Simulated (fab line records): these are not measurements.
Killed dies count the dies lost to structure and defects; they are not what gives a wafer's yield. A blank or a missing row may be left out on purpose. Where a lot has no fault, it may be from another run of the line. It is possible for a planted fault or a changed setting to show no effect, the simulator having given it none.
One fault through the eyes of 2 desks -- flow n5 finfet -- each desk holds nothing but its own numbers, with what lay behind them at the end

## FROM THE METROLOGY DESK
Lot by lot, what the gauges showed, no matter which tool ran the lot: averages of those sampled wafers that carry a number. A lot is out of limits, marked OUT, if its mean lies more than 4 standard deviations from the usual mean; the brackets give that distance. 7 of its 11 readings are shown, namely those furthest out on some lot.
Columns: A = cd nm at N5_PMOS_HMC_CHANNEL_EPI_CD_MEAS_09, usual 237.4 nm; B = IOFF_N at N5_BEOL_M4_RC_MEAS_101, usual 0.16 nA/um; C = IOFF_P at N5_BEOL_M4_RC_MEAS_101, usual 0.21 nA/um; D = ION_P at N5_BEOL_M4_RC_MEAS_101, usual 461 uA/um; E = SS_N at N5_BEOL_M4_RC_MEAS_101, usual 71.4 mV/dec; F = SS_P at N5_BEOL_M4_RC_MEAS_101, usual 73.2 mV/dec; G = VT_N at N5_BEOL_M4_RC_MEAS_101, usual 250 mV
lot,first seen here,A,B,C,D,E,F,G
L524,day 3 05:23,236.5,0.12,0.17,460,70.7,72.2,253
L528,day 4 05:19,236.6,0.15,0.24,468,71.4,73.2,250
L530,day 4 17:11,236.2,0.17,0.21,462,71.1,73.7,248
L532,day 5 05:37,235.6,0.14,0.18,453,71.3,73.2,254
L533,day 5 12:02,236.8,0.17,0.24,462,71.2,73.7,247
This desk's finding: nothing out of limits on any of the 5 lots.

## TOOL OWNER'S DESK, litho track-01
The tool's own readings at N5_PMOS_HMC_CHANNEL_EPI_PEB_07 (peb time 60 s): means of the sampled wafers that have a number, for each lot that ran on this tool. A lot is out of limits, marked OUT, if its mean lies more than 4 standard deviations from the usual mean; the brackets give that distance.
Columns: A = chill plate temp C at N5_PMOS_HMC_CHANNEL_EPI_PEB_07, usual 22.99 C; B = heater power total W at N5_PMOS_HMC_CHANNEL_EPI_PEB_07, usual 175.4 W
lot,first seen here,A,B
L524,day 3 05:19,22.97,175.7
L530,day 4 17:07,22.94,178.4
L532,day 5 05:32,22.87,179.3
L533,day 5 11:58,23.12,178.3
This desk's finding: nothing out of limits on any of the 4 lots.

## TAKEN TOGETHER
The metrology desk saw nothing out of limits.
The tool owner's desk saw nothing out of limits.

## WHAT WAS PUT IN BY THE SIMULATOR
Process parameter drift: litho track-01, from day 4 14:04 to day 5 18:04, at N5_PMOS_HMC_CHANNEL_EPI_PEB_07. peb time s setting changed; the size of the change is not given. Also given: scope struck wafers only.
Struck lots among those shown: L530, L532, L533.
